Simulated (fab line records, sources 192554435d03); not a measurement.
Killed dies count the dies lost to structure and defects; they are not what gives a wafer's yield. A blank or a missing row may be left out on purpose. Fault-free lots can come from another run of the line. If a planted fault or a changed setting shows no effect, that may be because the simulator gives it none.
fab line records || flow n5-finfet || part 2 of 2: steps 25 to 33 of 33
[record] {"lots": 5, "wafers": 15, "last-day": 17}
route steps=1938 shown BEOL_M0@726 BEOL_M1@751
lots that met no fault: from a run of the same line without faults
start-h: hours from the record's first day to the start of the lot's first wafer shown || wait-h: hours elapsed since this lot's preceding step || " identical to the entry in the row above || L1.1+2: a single row standing in for several wafers || - either no value or no given start || * or withheld: withheld || < > ~ a bound
route shown NAME@n: names a module that has steps shown in the file, with the first one's number in the route || usual: average and standard deviation across the fault-free wafers || same: alike in all rows || chamber/n: place in a boat || sites: readings site by site || _std_site: their standard deviation || _edge_site: inner sites' mean taken away from outer sites' mean || radius-mm: how far each site lies from the wafer's centre || mask NAME#n: copy n || behind: the last tool/chamber to shape the wafer || hold: reason for holding the lot/hours on hold/outcome of the hold || device: whichever transistor did not switch (one of n, p or np) || end of line: tests run on the same wafers once the route is complete || a step with no rows: only its recipe || killed: the dies lost at the first sort to structure and to defects; this is not the yield of the wafer || map: the dies of a wafer, with x for killed, . for not killed, _ for no die there
set.NAME: the setting the step ran with; set.NAME@STEP: the setting that earlier step ran with || model.NAME: the simulator's own value behind a step, which no gauge read
a table for each step, a row for each wafer; lots at some steps of the route
services: a tool's chamber out of use, with start hour (start-h, from the record's first day; less than 0 if before it), hours out, and reason
[[steps]]
[step N5_BEOL_M1_ILD_DEP_00]
[recipe] {"material": "SiOC", "target-thk-a": 790, "temp-c": 350, "precursor": "DEMS/O2", "pressure-torr": 5, "rf-w": 500, "time-s": 15.3}
[usual] {"heater-power-w": "501/48", "showerhead-plenum-p-Torr": "5.702/0.015", "throttle-valve-pct": "12.1/0.65"}
{"lot.wafer": "L076.2", "tool": "pecvd-01", "chamber": 0, "start-h": 131.94, "wait-h": 0.0, "heater-power-w": 477, "showerhead-plenum-p-Torr": 5.714, "throttle-valve-pct": 12.4}
{"lot.wafer": "L076.4", "tool": "pecvd-01", "chamber": 1, "start-h": 131.94, "wait-h": 0.0, "heater-power-w": 475, "showerhead-plenum-p-Torr": 5.689, "throttle-valve-pct": 11.3}
{"lot.wafer": "L076.6", "tool": "pecvd-01", "chamber": 2, "start-h": 131.94, "wait-h": 0.0, "heater-power-w": 504, "showerhead-plenum-p-Torr": 5.703, "throttle-valve-pct": 11.8}
{"lot.wafer": "L085.1", "tool": "pecvd-02", "chamber": 1, "start-h": 188.88, "wait-h": 0.0, "heater-power-w": 571, "showerhead-plenum-p-Torr": 5.718, "throttle-valve-pct": 11.8}
{"lot.wafer": "L085.4", "tool": "pecvd-02", "chamber": 2, "start-h": 188.88, "wait-h": 0.0, "heater-power-w": 445, "showerhead-plenum-p-Torr": 5.693, "throttle-valve-pct": 12.4}
{"lot.wafer": "L085.6", "tool": "pecvd-02", "chamber": 0, "start-h": 188.88, "wait-h": 0.0, "heater-power-w": 520, "showerhead-plenum-p-Torr": 5.681, "throttle-valve-pct": 13.0}
{"lot.wafer": "L086.2", "tool": "pecvd-02", "chamber": 1, "start-h": 201.04, "wait-h": 0.0, "heater-power-w": 570, "showerhead-plenum-p-Torr": 5.711, "throttle-valve-pct": 11.9}
{"lot.wafer": "L086.3", "tool": "pecvd-02", "chamber": 0, "start-h": 201.04, "wait-h": 0.0, "heater-power-w": 546, "showerhead-plenum-p-Torr": 5.677, "throttle-valve-pct": 13.1}
{"lot.wafer": "L086.4", "tool": "pecvd-02", "chamber": 2, "start-h": 201.04, "wait-h": 0.0, "heater-power-w": 509, "showerhead-plenum-p-Torr": 5.707, "throttle-valve-pct": 12.1}
{"lot.wafer": "L087.1", "tool": "pecvd-03", "chamber": 0, "start-h": 207.99, "wait-h": 0.0, "heater-power-w": 478, "showerhead-plenum-p-Torr": 5.720, "throttle-valve-pct": 12.0}
{"lot.wafer": "L087.4", "tool": "pecvd-03", "chamber": 2, "start-h": 207.99, "wait-h": 0.0, "heater-power-w": 576, "showerhead-plenum-p-Torr": 5.704, "throttle-valve-pct": 11.4}
{"lot.wafer": "L087.6", "tool": "pecvd-03", "chamber": 0, "start-h": 207.99, "wait-h": 0.0, "heater-power-w": 475, "showerhead-plenum-p-Torr": 5.690, "throttle-valve-pct": 11.7}
{"lot.wafer": "L088.2", "tool": "pecvd-02", "chamber": 1, "start-h": 216.78, "wait-h": 0.0, "heater-power-w": 542, "showerhead-plenum-p-Torr": 5.715, "throttle-valve-pct": 12.1}
{"lot.wafer": "L088.4", "tool": "pecvd-02", "chamber": 1, "start-h": 216.78, "wait-h": 0.0, "heater-power-w": 547, "showerhead-plenum-p-Torr": 5.706, "throttle-valve-pct": 12.1}
{"lot.wafer": "L088.6", "tool": "pecvd-02", "chamber": 0, "start-h": 216.78, "wait-h": 0.0, "heater-power-w": 507, "showerhead-plenum-p-Torr": 5.681, "throttle-valve-pct": 13.0}
[step N5_BEOL_M1_THK_MEAS_01]
[recipe] {"reads": "SiOC_of_BEOL_M1_ILD_DEP_00"}
[usual] {"M1_ILD_THK": "78.7/1"}
{"lot.wafer": "L076.2", "tool": "film-metro-01", "chamber": "-", "start-h": 132.01, "wait-h": 0.1, "M1_ILD_THK[nm]": 77.7}
{"lot.wafer": "L076.4", "tool": "film-metro-01", "chamber": "-", "start-h": 132.01, "wait-h": 0.1, "M1_ILD_THK[nm]": 80.2}
{"lot.wafer": "L076.6", "tool": "film-metro-01", "chamber": "-", "start-h": 132.01, "wait-h": 0.1, "M1_ILD_THK[nm]": 80.2}
{"lot.wafer": "L085.1", "tool": "film-metro-01", "chamber": "-", "start-h": 188.94, "wait-h": 0.0, "M1_ILD_THK[nm]": 77.1}
{"lot.wafer": "L085.4", "tool": "film-metro-01", "chamber": "-", "start-h": 188.94, "wait-h": 0.0, "M1_ILD_THK[nm]": 79.4}
{"lot.wafer": "L085.6", "tool": "film-metro-01", "chamber": "-", "start-h": 188.94, "wait-h": 0.0, "M1_ILD_THK[nm]": 79.9}
{"lot.wafer": "L086.2", "tool": "film-metro-02", "chamber": "-", "start-h": 201.10, "wait-h": 0.1, "M1_ILD_THK[nm]": 78.2}
{"lot.wafer": "L086.3", "tool": "film-metro-02", "chamber": "-", "start-h": 201.10, "wait-h": 0.1, "M1_ILD_THK[nm]": 77.5}
{"lot.wafer": "L086.4", "tool": "film-metro-02", "chamber": "-", "start-h": 201.10, "wait-h": 0.1, "M1_ILD_THK[nm]": 78.6}
{"lot.wafer": "L087.1", "tool": "film-metro-02", "chamber": "-", "start-h": 208.06, "wait-h": 0.0, "M1_ILD_THK[nm]": 77.7}
{"lot.wafer": "L087.4", "tool": "film-metro-02", "chamber": "-", "start-h": 208.06, "wait-h": 0.0, "M1_ILD_THK[nm]": 79.0}
{"lot.wafer": "L087.6", "tool": "film-metro-02", "chamber": "-", "start-h": 208.06, "wait-h": 0.0, "M1_ILD_THK[nm]": 78.4}
{"lot.wafer": "L088.2", "tool": "film-metro-02", "chamber": "-", "start-h": 216.85, "wait-h": 0.1, "M1_ILD_THK[nm]": 77.7}
{"lot.wafer": "L088.4", "tool": "film-metro-02", "chamber": "-", "start-h": 216.85, "wait-h": 0.1, "M1_ILD_THK[nm]": 79.1}
{"lot.wafer": "L088.6", "tool": "film-metro-02", "chamber": "-", "start-h": 216.85, "wait-h": 0.1, "M1_ILD_THK[nm]": 79.4}
[step N5_BEOL_M1_PECVD_72]
[recipe] {"material": "SiO2", "target-thk-a": 160, "temp-c": 400, "precursor": "TEOS/O2", "pressure-torr": 5.5, "rf-w": 450, "teos-flow-sccm": 53.8, "gas": "O2", "flow-sccm": 3000, "time-s": 18}
[usual] {"heater-power-w": "735/61", "showerhead-plenum-p-Torr": "8.82/0.061", "throttle-valve-pct": "22.6/1.3"}
{"lot.wafer": "L076.2", "tool": "pecvd-03", "chamber": 1, "start-h": 132.05, "wait-h": 0.0, "heater-power-w": 563, "showerhead-plenum-p-Torr": 8.89, "throttle-valve-pct": 24.1}
{"lot.wafer": "L076.4", "tool": "pecvd-03", "chamber": 0, "start-h": 132.05, "wait-h": 0.0, "heater-power-w": 630, "showerhead-plenum-p-Torr": 8.82, "throttle-valve-pct": 21.7}
{"lot.wafer": "L076.6", "tool": "pecvd-03", "chamber": 2, "start-h": 132.05, "wait-h": 0.0, "heater-power-w": 823, "showerhead-plenum-p-Torr": 8.79, "throttle-valve-pct": 21.3}
{"lot.wafer": "L085.1", "tool": "pecvd-03", "chamber": 1, "start-h": 188.98, "wait-h": 0.0, "heater-power-w": 606, "showerhead-plenum-p-Torr": 8.91, "throttle-valve-pct": 23.8}
{"lot.wafer": "L085.4", "tool": "pecvd-03", "chamber": 2, "start-h": 188.98, "wait-h": 0.0, "heater-power-w": 810, "showerhead-plenum-p-Torr": 8.77, "throttle-valve-pct": 21.3}
{"lot.wafer": "L085.6", "tool": "pecvd-03", "chamber": 0, "start-h": 188.98, "wait-h": 0.0, "heater-power-w": 770, "showerhead-plenum-p-Torr": 8.81, "throttle-valve-pct": 21.8}
{"lot.wafer": "L086.2", "tool": "pecvd-01", "chamber": 1, "start-h": 201.14, "wait-h": 0.0, "heater-power-w": 681, "showerhead-plenum-p-Torr": 8.75, "throttle-valve-pct": 21.0}
{"lot.wafer": "L086.3", "tool": "pecvd-01", "chamber": 2, "start-h": 201.14, "wait-h": 0.0, "heater-power-w": 669, "showerhead-plenum-p-Torr": 8.83, "throttle-valve-pct": 22.1}
{"lot.wafer": "L086.4", "tool": "pecvd-01", "chamber": 0, "start-h": 201.14, "wait-h": 0.0, "heater-power-w": 858, "showerhead-plenum-p-Torr": 8.89, "throttle-valve-pct": 23.5}
{"lot.wafer": "L087.1", "tool": "pecvd-02", "chamber": 2, "start-h": 208.10, "wait-h": 0.0, "heater-power-w": 726, "showerhead-plenum-p-Torr": 8.84, "throttle-valve-pct": 22.9}
{"lot.wafer": "L087.4", "tool": "pecvd-02", "chamber": 2, "start-h": 208.10, "wait-h": 0.0, "heater-power-w": 746, "showerhead-plenum-p-Torr": 8.85, "throttle-valve-pct": 22.8}
{"lot.wafer": "L087.6", "tool": "pecvd-02", "chamber": 0, "start-h": 208.10, "wait-h": 0.0, "heater-power-w": 790, "showerhead-plenum-p-Torr": 8.70, "throttle-valve-pct": 24.5}
{"lot.wafer": "L088.2", "tool": "pecvd-03", "chamber": 2, "start-h": 216.88, "wait-h": 0.0, "heater-power-w": 696, "showerhead-plenum-p-Torr": 8.76, "throttle-valve-pct": 21.8}
{"lot.wafer": "L088.4", "tool": "pecvd-03", "chamber": 2, "start-h": 216.88, "wait-h": 0.0, "heater-power-w": 667, "showerhead-plenum-p-Torr": 8.79, "throttle-valve-pct": 21.4}
{"lot.wafer": "L088.6", "tool": "pecvd-03", "chamber": 2, "start-h": 216.88, "wait-h": 0.0, "heater-power-w": 675, "showerhead-plenum-p-Torr": 8.75, "throttle-valve-pct": 21.6}
[step N5_BEOL_M1_HM_DEP_02]
[recipe] {"material": "TiN", "target-thk-a": 200, "temp-c": 25, "chamber-pressure-pa": 0.49996}
[usual] {"substrate-temp-c": "25.00/0.11", "throttle-valve-pct": "30.2/1"}
{"lot.wafer": "L076.2", "tool": "pvd-sputter-03", "chamber": "-", "start-h": 132.91, "wait-h": 0.8, "substrate-temp-c": 25.08, "throttle-valve-pct": 29.3}
{"lot.wafer": "L076.4", "tool": "pvd-sputter-03", "chamber": "-", "start-h": 132.91, "wait-h": 0.8, "substrate-temp-c": 25.09, "throttle-valve-pct": 30.1}
{"lot.wafer": "L076.6", "tool": "pvd-sputter-03", "chamber": "-", "start-h": 132.91, "wait-h": 0.8, "substrate-temp-c": 25.03, "throttle-valve-pct": 29.9}
{"lot.wafer": "L085.1", "tool": "pvd-sputter-01", "chamber": "-", "start-h": 190.16, "wait-h": 1.2, "substrate-temp-c": 24.91, "throttle-valve-pct": 29.8}
{"lot.wafer": "L085.4", "tool": "pvd-sputter-01", "chamber": "-", "start-h": 190.16, "wait-h": 1.2, "substrate-temp-c": 24.99, "throttle-valve-pct": 30.7}
{"lot.wafer": "L085.6", "tool": "pvd-sputter-01", "chamber": "-", "start-h": 190.16, "wait-h": 1.2, "substrate-temp-c": 25.05, "throttle-valve-pct": 31.1}
{"lot.wafer": "L086.2", "tool": "pvd-sputter-02", "chamber": "-", "start-h": 202.71, "wait-h": 1.5, "substrate-temp-c": 24.97, "throttle-valve-pct": 29.0}
{"lot.wafer": "L086.3", "tool": "pvd-sputter-02", "chamber": "-", "start-h": 202.71, "wait-h": 1.5, "substrate-temp-c": 24.97, "throttle-valve-pct": 29.5}
{"lot.wafer": "L086.4", "tool": "pvd-sputter-02", "chamber": "-", "start-h": 202.71, "wait-h": 1.5, "substrate-temp-c": 24.90, "throttle-valve-pct": 29.4}
{"lot.wafer": "L087.1", "tool": "pvd-sputter-01", "chamber": "-", "start-h": 208.53, "wait-h": 0.4, "substrate-temp-c": 24.92, "throttle-valve-pct": 30.0}
{"lot.wafer": "L087.4", "tool": "pvd-sputter-01", "chamber": "-", "start-h": 208.53, "wait-h": 0.4, "substrate-temp-c": 25.14, "throttle-valve-pct": 31.9}
{"lot.wafer": "L087.6", "tool": "pvd-sputter-01", "chamber": "-", "start-h": 208.53, "wait-h": 0.4, "substrate-temp-c": 25.04, "throttle-valve-pct": 30.1}
{"lot.wafer": "L088.2", "tool": "pvd-sputter-01", "chamber": "-", "start-h": 217.22, "wait-h": 0.3, "substrate-temp-c": 24.99, "throttle-valve-pct": 30.7}
{"lot.wafer": "L088.4", "tool": "pvd-sputter-01", "chamber": "-", "start-h": 217.22, "wait-h": 0.3, "substrate-temp-c": 25.19, "throttle-valve-pct": 30.2}
{"lot.wafer": "L088.6", "tool": "pvd-sputter-01", "chamber": "-", "start-h": 217.22, "wait-h": 0.3, "substrate-temp-c": 25.26, "throttle-valve-pct": 30.1}
[step N5_BEOL_M1_COAT_61]
[recipe] {"resist": "SOC", "temp-c": 250, "time-s": 60, "spin-rpm": 1500, "resist-thk-nm": 60}
[usual] {"heater-power-total-W": "500.7/1.8", "spin-speed-rpm": "1500.1/0.94"}
{"lot.wafer": "L076.2", "tool": "litho-track-01", "chamber": 0, "start-h": 133.04, "wait-h": 0.1, "heater-power-total-W": 498.5, "spin-speed-rpm": 1500.0}
{"lot.wafer": "L076.4", "tool": "litho-track-01", "chamber": 0, "start-h": 133.04, "wait-h": 0.1, "heater-power-total-W": 503.3, "spin-speed-rpm": 1499.9}
{"lot.wafer": "L076.6", "tool": "litho-track-01", "chamber": 0, "start-h": 133.04, "wait-h": 0.1, "heater-power-total-W": 500.4, "spin-speed-rpm": 1500.0}
{"lot.wafer": "L085.1", "tool": "litho-track-03", "chamber": 0, "start-h": 190.28, "wait-h": 0.1, "heater-power-total-W": 501.1, "spin-speed-rpm": 1501.3}
{"lot.wafer": "L085.4", "tool": "litho-track-03", "chamber": 0, "start-h": 190.28, "wait-h": 0.1, "heater-power-total-W": 498.4, "spin-speed-rpm": 1501.3}
{"lot.wafer": "L085.6", "tool": "litho-track-03", "chamber": 0, "start-h": 190.28, "wait-h": 0.1, "heater-power-total-W": 498.1, "spin-speed-rpm": 1500.7}
{"lot.wafer": "L086.2", "tool": "litho-track-01", "chamber": 0, "start-h": 202.83, "wait-h": 0.1, "heater-power-total-W": 501.9, "spin-speed-rpm": 1498.9}
{"lot.wafer": "L086.3", "tool": "litho-track-01", "chamber": 0, "start-h": 202.83, "wait-h": 0.1, "heater-power-total-W": 502.3, "spin-speed-rpm": 1499.1}
{"lot.wafer": "L086.4", "tool": "litho-track-01", "chamber": 0, "start-h": 202.83, "wait-h": 0.1, "heater-power-total-W": 498.0, "spin-speed-rpm": 1499.9}
{"lot.wafer": "L087.1", "tool": "litho-track-03", "chamber": 0, "start-h": 208.67, "wait-h": 0.1, "heater-power-total-W": 501.6, "spin-speed-rpm": 1498.4}
{"lot.wafer": "L087.4", "tool": "litho-track-03", "chamber": 0, "start-h": 208.67, "wait-h": 0.1, "heater-power-total-W": 497.4, "spin-speed-rpm": 1496.9}
{"lot.wafer": "L087.6", "tool": "litho-track-03", "chamber": 0, "start-h": 208.67, "wait-h": 0.1, "heater-power-total-W": 501.6, "spin-speed-rpm": 1498.8}
{"lot.wafer": "L088.2", "tool": "litho-track-01", "chamber": 0, "start-h": 217.35, "wait-h": 0.1, "heater-power-total-W": 498.2, "spin-speed-rpm": 1498.9}
{"lot.wafer": "L088.4", "tool": "litho-track-01", "chamber": 0, "start-h": 217.35, "wait-h": 0.1, "heater-power-total-W": 502.6, "spin-speed-rpm": 1499.1}
{"lot.wafer": "L088.6", "tool": "litho-track-01", "chamber": 0, "start-h": 217.35, "wait-h": 0.1, "heater-power-total-W": 501.9, "spin-speed-rpm": 1498.8}
[step N5_BEOL_M1_COAT_62]
[recipe] {"resist": "SiARC", "temp-c": 220, "time-s": 60, "spin-rpm": 1500, "resist-thk-nm": 12}
[usual] {"heater-power-total-W": "427.5/2.2", "spin-speed-rpm": "1499.9/0.9"}
{"lot.wafer": "L076.2", "tool": "litho-track-01", "chamber": 0, "start-h": "-", "wait-h": "-", "heater-power-total-W": 424.9, "spin-speed-rpm": 1498.8}
{"lot.wafer": "L076.4", "tool": "litho-track-01", "chamber": 0, "start-h": "-", "wait-h": "-", "heater-power-total-W": 427.2, "spin-speed-rpm": 1499.7}
{"lot.wafer": "L076.6", "tool": "litho-track-01", "chamber": 0, "start-h": "-", "wait-h": "-", "heater-power-total-W": 426.1, "spin-speed-rpm": 1499.8}
{"lot.wafer": "L085.1", "tool": "litho-track-03", "chamber": 0, "start-h": "-", "wait-h": "-", "heater-power-total-W": 428.3, "spin-speed-rpm": 1499.5}
{"lot.wafer": "L085.4", "tool": "litho-track-03", "chamber": 0, "start-h": "-", "wait-h": "-", "heater-power-total-W": 425.7, "spin-speed-rpm": 1499.0}
{"lot.wafer": "L085.6", "tool": "litho-track-03", "chamber": 0, "start-h": "-", "wait-h": "-", "heater-power-total-W": 429.3, "spin-speed-rpm": 1499.7}
{"lot.wafer": "L086.2", "tool": "litho-track-01", "chamber": 0, "start-h": "-", "wait-h": "-", "heater-power-total-W": 425.3, "spin-speed-rpm": 1500.9}
{"lot.wafer": "L086.3", "tool": "litho-track-01", "chamber": 0, "start-h": "-", "wait-h": "-", "heater-power-total-W": 425.3, "spin-speed-rpm": 1499.5}
{"lot.wafer": "L086.4", "tool": "litho-track-01", "chamber": 0, "start-h": "-", "wait-h": "-", "heater-power-total-W": 430.8, "spin-speed-rpm": 1500.5}
{"lot.wafer": "L087.1", "tool": "litho-track-03", "chamber": 0, "start-h": "-", "wait-h": "-", "heater-power-total-W": 425.5, "spin-speed-rpm": 1499.7}
{"lot.wafer": "L087.4", "tool": "litho-track-03", "chamber": 0, "start-h": "-", "wait-h": "-", "heater-power-total-W": 425.9, "spin-speed-rpm": 1500.2}
{"lot.wafer": "L087.6", "tool": "litho-track-03", "chamber": 0, "start-h": "-", "wait-h": "-", "heater-power-total-W": 428.2, "spin-speed-rpm": 1499.9}
{"lot.wafer": "L088.2", "tool": "litho-track-01", "chamber": 0, "start-h": "-", "wait-h": "-", "heater-power-total-W": 430.3, "spin-speed-rpm": 1500.3}
{"lot.wafer": "L088.4", "tool": "litho-track-01", "chamber": 0, "start-h": "-", "wait-h": "-", "heater-power-total-W": 430.3, "spin-speed-rpm": 1501.1}
{"lot.wafer": "L088.6", "tool": "litho-track-01", "chamber": 0, "start-h": "-", "wait-h": "-", "heater-power-total-W": 431.0, "spin-speed-rpm": 1500.5}
[step N5_BEOL_M1_COAT_73]
[recipe] {"resist": "underlayer", "temp-c": 205, "time-s": 60, "spin-rpm": 1500, "resist-thk-nm": 5}
[usual] {"heater-power-total-W": "391.7/1.2", "spin-speed-rpm": "1500.0/0.94"}
{"lot.wafer": "L076.2", "tool": "litho-track-01", "chamber": 0, "start-h": "-", "wait-h": "-", "heater-power-total-W": 392.8, "spin-speed-rpm": 1498.3}
{"lot.wafer": "L076.4", "tool": "litho-track-01", "chamber": 0, "start-h": "-", "wait-h": "-", "heater-power-total-W": 393.3, "spin-speed-rpm": 1500.2}
{"lot.wafer": "L076.6", "tool": "litho-track-01", "chamber": 0, "start-h": "-", "wait-h": "-", "heater-power-total-W": 393.0, "spin-speed-rpm": 1499.3}
{"lot.wafer": "L085.1", "tool": "litho-track-03", "chamber": 0, "start-h": "-", "wait-h": "-", "heater-power-total-W": 391.9, "spin-speed-rpm": 1500.5}
{"lot.wafer": "L085.4", "tool": "litho-track-03", "chamber": 0, "start-h": "-", "wait-h": "-", "heater-power-total-W": 392.4, "spin-speed-rpm": 1499.3}
{"lot.wafer": "L085.6", "tool": "litho-track-03", "chamber": 0, "start-h": "-", "wait-h": "-", "heater-power-total-W": 391.7, "spin-speed-rpm": 1498.8}
{"lot.wafer": "L086.2", "tool": "litho-track-01", "chamber": 0, "start-h": "-", "wait-h": "-", "heater-power-total-W": 392.9, "spin-speed-rpm": 1499.5}
{"lot.wafer": "L086.3", "tool": "litho-track-01", "chamber": 0, "start-h": "-", "wait-h": "-", "heater-power-total-W": 390.0, "spin-speed-rpm": 1500.2}
{"lot.wafer": "L086.4", "tool": "litho-track-01", "chamber": 0, "start-h": "-", "wait-h": "-", "heater-power-total-W": 391.1, "spin-speed-rpm": 1499.6}
{"lot.wafer": "L087.1", "tool": "litho-track-03", "chamber": 0, "start-h": "-", "wait-h": "-", "heater-power-total-W": 392.8, "spin-speed-rpm": 1499.7}
{"lot.wafer": "L087.4", "tool": "litho-track-03", "chamber": 0, "start-h": "-", "wait-h": "-", "heater-power-total-W": 389.8, "spin-speed-rpm": 1500.9}
{"lot.wafer": "L087.6", "tool": "litho-track-03", "chamber": 0, "start-h": "-", "wait-h": "-", "heater-power-total-W": 391.3, "spin-speed-rpm": 1500.0}
{"lot.wafer": "L088.2", "tool": "litho-track-01", "chamber": 0, "start-h": "-", "wait-h": "-", "heater-power-total-W": 391.5, "spin-speed-rpm": 1498.4}
{"lot.wafer": "L088.4", "tool": "litho-track-01", "chamber": 0, "start-h": "-", "wait-h": "-", "heater-power-total-W": 392.1, "spin-speed-rpm": 1498.8}
{"lot.wafer": "L088.6", "tool": "litho-track-01", "chamber": 0, "start-h": "-", "wait-h": "-", "heater-power-total-W": 390.8, "spin-speed-rpm": 1499.0}
[step N5_BEOL_M1_COAT_05]
[recipe] {"resist": "CAR-EUV", "spin-rpm": 1500, "resist-thk-nm": 30}
[usual] {"spin-speed-rpm": "1500.0/0.92"}
{"lot.wafer": "L076.2", "tool": "litho-track-01", "chamber": 0, "start-h": "-", "wait-h": "-", "spin-speed-rpm": 1499.3}
{"lot.wafer": "L076.4", "tool": "litho-track-01", "chamber": 0, "start-h": "-", "wait-h": "-", "spin-speed-rpm": 1500.6}
{"lot.wafer": "L076.6", "tool": "litho-track-01", "chamber": 0, "start-h": "-", "wait-h": "-", "spin-speed-rpm": 1500.0}
{"lot.wafer": "L085.1", "tool": "litho-track-03", "chamber": 0, "start-h": "-", "wait-h": "-", "spin-speed-rpm": 1500.1}
{"lot.wafer": "L085.4", "tool": "litho-track-03", "chamber": 0, "start-h": "-", "wait-h": "-", "spin-speed-rpm": 1499.6}
{"lot.wafer": "L085.6", "tool": "litho-track-03", "chamber": 0, "start-h": "-", "wait-h": "-", "spin-speed-rpm": 1499.1}
{"lot.wafer": "L086.2", "tool": "litho-track-01", "chamber": 0, "start-h": "-", "wait-h": "-", "spin-speed-rpm": 1500.2}
{"lot.wafer": "L086.3", "tool": "litho-track-01", "chamber": 0, "start-h": "-", "wait-h": "-", "spin-speed-rpm": 1498.4}
{"lot.wafer": "L086.4", "tool": "litho-track-01", "chamber": 0, "start-h": "-", "wait-h": "-", "spin-speed-rpm": 1499.7}
{"lot.wafer": "L087.1", "tool": "litho-track-03", "chamber": 0, "start-h": "-", "wait-h": "-", "spin-speed-rpm": 1498.9}
{"lot.wafer": "L087.4", "tool": "litho-track-03", "chamber": 0, "start-h": "-", "wait-h": "-", "spin-speed-rpm": 1499.2}
{"lot.wafer": "L087.6", "tool": "litho-track-03", "chamber": 0, "start-h": "-", "wait-h": "-", "spin-speed-rpm": 1499.0}
{"lot.wafer": "L088.2", "tool": "litho-track-01", "chamber": 0, "start-h": "-", "wait-h": "-", "spin-speed-rpm": 1498.7}
{"lot.wafer": "L088.4", "tool": "litho-track-01", "chamber": 0, "start-h": "-", "wait-h": "-", "spin-speed-rpm": 1500.0}
{"lot.wafer": "L088.6", "tool": "litho-track-01", "chamber": 0, "start-h": "-", "wait-h": "-", "spin-speed-rpm": 1500.8}
[step N5_BEOL_M1_EBR_07]
[recipe] {"solvent": "PGMEA", "ebr-width-mm": 1.5}
{"lot.wafer": "L076.2+4+6", "tool": "litho-track-01", "chamber": 0, "start-h": "-", "wait-h": "-"}
{"lot.wafer": "L085.1+4+6", "tool": "litho-track-03", "chamber": 0, "start-h": "-", "wait-h": "-"}
{"lot.wafer": "L086.2+3+4", "tool": "litho-track-01", "chamber": 0, "start-h": "-", "wait-h": "-"}
{"lot.wafer": "L087.1+4+6", "tool": "litho-track-03", "chamber": 0, "start-h": "-", "wait-h": "-"}
{"lot.wafer": "L088.2+4+6", "tool": "litho-track-01", "chamber": 0, "start-h": "-", "wait-h": "-"}
[[services]]
{"tool": "rie-diel-01", "chamber": "-", "start-h": 105.62, "hours": 2.8, "kind": "pm"}
{"tool": "wet-bench-05", "chamber": "-", "start-h": 106.12, "hours": 1.9, "kind": "pm"}
{"tool": "pecvd-04", "chamber": "-", "start-h": 116.67, "hours": 4.2, "kind": "repair"}
{"tool": "rie-diel-02", "chamber": 3, "start-h": 126.12, "hours": 3.5, "kind": "repair"}
{"tool": "cmp-04", "chamber": "-", "start-h": 142.39, "hours": 1.4, "kind": "repair"}
{"tool": "rie-diel-02", "chamber": 3, "start-h": 143.67, "hours": 19.0, "kind": "repair"}
{"tool": "cmp-04", "chamber": "-", "start-h": 143.81, "hours": 4.8, "kind": "pm"}
{"tool": "pecvd-01", "chamber": "-", "start-h": 145.77, "hours": 0.4, "kind": "repair"}
{"tool": "cvd-co-01", "chamber": "-", "start-h": 150.27, "hours": 6.0, "kind": "pm"}
{"tool": "pvd-sputter-02", "chamber": "-", "start-h": 157.68, "hours": 14.3, "kind": "repair"}
{"tool": "cmp-04", "chamber": "-", "start-h": 167.40, "hours": 3.8, "kind": "repair"}
{"tool": "pecvd-01", "chamber": "-", "start-h": 167.41, "hours": 28.1, "kind": "pm"}
{"tool": "cvd-co-02", "chamber": 2, "start-h": 170.31, "hours": 5.1, "kind": "repair"}
{"tool": "cmp-04", "chamber": "-", "start-h": 182.93, "hours": 1.8, "kind": "repair"}
{"tool": "pecvd-04", "chamber": 0, "start-h": 185.10, "hours": 15.7, "kind": "repair"}
{"tool": "cmp-04", "chamber": "-", "start-h": 188.59, "hours": 1.0, "kind": "repair"}
{"tool": "cvd-co-02", "chamber": 2, "start-h": 189.78, "hours": 8.0, "kind": "repair"}
{"tool": "pecvd-02", "chamber": "-", "start-h": 193.63, "hours": 1.1, "kind": "repair"}
{"tool": "ald-metal-04", "chamber": "-", "start-h": 195.52, "hours": 1.3, "kind": "repair"}
{"tool": "cmp-04", "chamber": "-", "start-h": 197.14, "hours": 0.6, "kind": "repair"}
{"tool": "pecvd-03", "chamber": "-", "start-h": 200.41, "hours": 0.4, "kind": "repair"}
{"tool": "pvd-sputter-02", "chamber": "-", "start-h": 207.32, "hours": 1.6, "kind": "repair"}
{"tool": "cvd-co-01", "chamber": "-", "start-h": 208.98, "hours": 14.6, "kind": "pm"}
{"tool": "pecvd-03", "chamber": 0, "start-h": 214.70, "hours": 6.0, "kind": "repair"}
